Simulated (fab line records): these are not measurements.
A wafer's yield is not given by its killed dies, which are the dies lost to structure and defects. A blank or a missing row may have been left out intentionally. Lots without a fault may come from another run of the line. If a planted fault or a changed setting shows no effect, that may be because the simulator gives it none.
Which tool was responsible? -- flow n5-finfet -- at 1 step of a route of 1938, 11 lots with 33 wafers sampled

== WHAT THE GAUGES SHOWED, per wafer ==
N5_BEOL_M14_OVL_MEAS_29. Usual: for M14_OVL the level is 1 nm and the standard deviation is 5.1.
lot,measured,on,M14_OVL (nm),flag
L603,day 11 00:52,overlay-02,-1 0 -4,
L604,day 11 08:38,overlay-02,0 2 0,
L605,day 11 09:06,overlay-02,2 -1 0,
L606,day 11 17:29,overlay-01,2 -7 -6,
L611,day 12 23:14,overlay-01,0 7 -5,
L614,day 13 20:36,overlay-02,-7 -5 -2,
L615,day 14 13:38,overlay-01,5 5 3,
L617,day 15 05:17,overlay-02,-3 -10 -4,
L619,day 15 05:34,overlay-01,1 7 6,
L616,day 15 05:49,overlay-01,5 1 3,
L626,day 17 21:20,overlay-02,8 9 -1,

== WHICH TOOL RAN EACH LOT (tool, then ch and the chambers of the sampled wafers, then the start) ==
Record: no process step prior to these readings.

== WHAT THE TOOLS THEMSELVES READ (means of the sampled wafers that have a number; where no wafer has one, the mark that the record gives instead) ==
The record holds no such reading with a usual standard deviation.

== THE ANSWER, worked out from the rows above alone ==
Rule: a lot is off if the mean of its wafers that have a number lies more than 3 standard deviations from the usual mean. A lot without any number at a reading at which 4 lots or more have one is off too. The other lots that the step has rows for count as sound. First the gauges in route order, then the tools' own readings, where a lot's mean is used as printed above. The first step at which some lot is off is used, and at that step the reading that is off furthest; a lot without a number counts as furthest.
None of the lots is off at any reading shown; this tells nothing.

== WHAT THE SIMULATOR HAD INSERTED ==
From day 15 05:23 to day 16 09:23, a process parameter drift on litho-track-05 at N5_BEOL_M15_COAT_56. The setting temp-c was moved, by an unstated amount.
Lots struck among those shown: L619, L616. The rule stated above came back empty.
